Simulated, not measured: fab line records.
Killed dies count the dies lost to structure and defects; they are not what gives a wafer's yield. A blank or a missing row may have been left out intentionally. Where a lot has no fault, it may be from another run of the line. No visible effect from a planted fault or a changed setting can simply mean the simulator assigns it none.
Struck lot and sound lot, side by side    flow n5-finfet    15 out of 1938 route steps
Sound: these wafers, L596.2, L596.3, L596.6. Struck: wafers L605.5, L605.6 (left out: L605.4, a lot-mate that was not struck); the cause follows at the end.
Each step with rows lists, per side, the tool, then ch with its chambers, then its first start. Under that, the readings that differ: sound wafers    struck wafers    difference of the means    sigmas: that difference in standard deviations of wafers without a fault.
alike: words and numbers the same on both sides, and readings whose means are apart by under 2 such deviations; not compared: readings that were withheld, readings missing a value for some wafer, numbers with overlapping values and no deviation given by the record, and bounds like >300 which may hide the same value.
A row with sigmas, a row that says differs or no value, or rows on one side alone: a step with any of these is where the two part. Numbers that have no deviation but don't overlap get no sigmas and don't part them. A reading missing from all wafers of one side parts the sides only when that side holds two or more wafers.

first, 1 step without rows for these wafers: N5_SD_EPI_P_DEVELOP_08 (develop time 30 s).
N5_SD_EPI_P_CD_MEAS_09: the cd target is 240 nm.
  sound on cd-sem-03 ch 0, day 3 10:19; struck on cd-sem-03 ch 0, day 5 18:59
  alike: cd-nm
N5_SD_EPI_P_OVL_MEAS_10:
  sound on overlay-02 ch 0, day 3 10:20; struck on overlay-01 ch 0, day 5 19:01
  alike: SD_P_BLK_OVL
N5_SD_EPI_P_INSPECT_11: inspects for defects (macro).
  sound on defect-inspect-02, day 3 10:22; struck on defect-inspect-01, day 5 19:03
  alike: raw-defect-count
N5_SD_EPI_P_DESCUM_14: chemistry O2, time 7.9 s.
  sound on rie-diel-05 ch 1,3, day 3 10:24; struck on rie-diel-03 ch 0,3, day 5 19:26
  alike: chamber-pressure-mTorr, drypump-motor-current-A, oes-product-au, rf-vpp-V, showerhead-plenum-p-Torr, throttle-valve-pct
  not compared: rf-hours-counter-h
N5_SD_EPI_P_ETCH_36: etches SiARC in CF4, target depth 45.5 nm, time 75.8 s.
  sound on rie-diel-05 ch 1,3, day 3 10:26; struck on rie-diel-03 ch 0,3, day 5 19:29
  alike: chamber-pressure-mTorr, drypump-motor-current-A, etch-rf-on-time-s, oes-product-au, rf-vpp-V, showerhead-plenum-p-Torr, throttle-valve-pct
  not compared: rf-hours-counter-h
N5_SD_EPI_P_ETCH_37: etches SOC in N2/H2, overetch 108 nm, time 486 s.
  sound on rie-diel-05 ch 1,3, day 3 10:29; struck on rie-diel-03 ch 0,3, day 5 19:32
reading                 sound           struck     difference  sigmas
throttle-valve-pct (%)  24.2 24.0 24.2  23.4 23.5  -0.7        -2
  alike: chamber-pressure-mTorr, drypump-motor-current-A, n2-flow-sccm, oes-product-au, rf-vpp-V, showerhead-plenum-p-Torr
  not compared: rf-hours-counter-h
then, 1 step without rows for these wafers: N5_SD_EPI_P_STRIP_38 (strips in N2/H2).
N5_SD_EPI_P_ETCHBACK_46: etches SiNx in CH3F/O2, stops on SiO2, target depth 17.5 nm.
  sound on rie-diel-05 ch 1,3, day 3 10:49; struck on rie-diel-03 ch 0,3, day 5 19:52
  alike: chamber-pressure-mTorr, drypump-motor-current-A, oes_f_703_au, oes-product-au, rf-vpp-V, showerhead-plenum-p-Torr, throttle-valve-pct
  not compared: rf-hours-counter-h
then, 1 step without rows for these wafers: N5_SD_EPI_P_ETCH_47 (etches SiOCN in CH3F/O2, target depth 25 nm).
N5_SD_EPI_P_ETCH_16: etches SiO2 in CHF3/O2, target depth 5 nm.
  sound on rie-diel-05 ch 1,3, day 3 11:01; struck on rie-diel-03 ch 0,3, day 5 20:04
  alike: chamber-pressure-mTorr, drypump-motor-current-A, oes_f_703_au, oes-product-au, rf-vpp-V, showerhead-plenum-p-Torr, throttle-valve-pct
  not compared: rf-hours-counter-h
then, 1 step without rows for these wafers: N5_SD_EPI_P_STRIP_50 (strips in CHF3/O2).
N5_SD_EPI_P_SD_RECESS_17: chemistry HBr/Cl2/O2, target depth 39.1 nm, bt time 3 s.
  sound on rie-si-02 ch 0,1,3, day 3 11:05; struck on rie-si-05 ch 1,2, day 5 20:08
reading                               sound              struck       difference  sigmas
model.etch.depth-nm (nm)              39.02 39.16 38.73  54.49 54.02  +15.29      
model.SD_EPI_P.feature-depth-nm (nm)  39 39.2 38.8       54.4 54      +15.2       
  alike: chamber-pressure-mTorr, drypump-motor-current-A, oes-product-au, throttle-valve-pct
  not compared: rf-hours-counter-h
then, 1 step without rows for these wafers: N5_SD_EPI_P_WET_ETCH_45 (etches SiO2 in dHF, time 10.7 s, target depth 2 nm, rinse time 30 s).
-- here the record skips 9 days between the struck wafers' starts before and after, leaving off in module SD_EPI_P and picking up in module PASSIVATION (first step shown: number 1936 of the route) --
N5_PASSIVATION_PROBE_49:
  sound on prober-01, day 12 02:38; struck on prober-01, day 14 23:17
  alike: killed_at_M0_to_M3, killed_at_M4_up, killed-at-contacts, killed-at-front-end, killed-at-other, killed-dies, killed-open, killed-short

WHERE THEY PART
Only at N5_SD_EPI_P_ETCH_37, as far as this record shows. Later steps at which nothing parts them and some readings are alike: N5_SD_EPI_P_ETCHBACK_46, N5_SD_EPI_P_ETCH_16, N5_SD_EPI_P_SD_RECESS_17, N5_PASSIVATION_PROBE_49.

WHY: whatever the simulator had introduced
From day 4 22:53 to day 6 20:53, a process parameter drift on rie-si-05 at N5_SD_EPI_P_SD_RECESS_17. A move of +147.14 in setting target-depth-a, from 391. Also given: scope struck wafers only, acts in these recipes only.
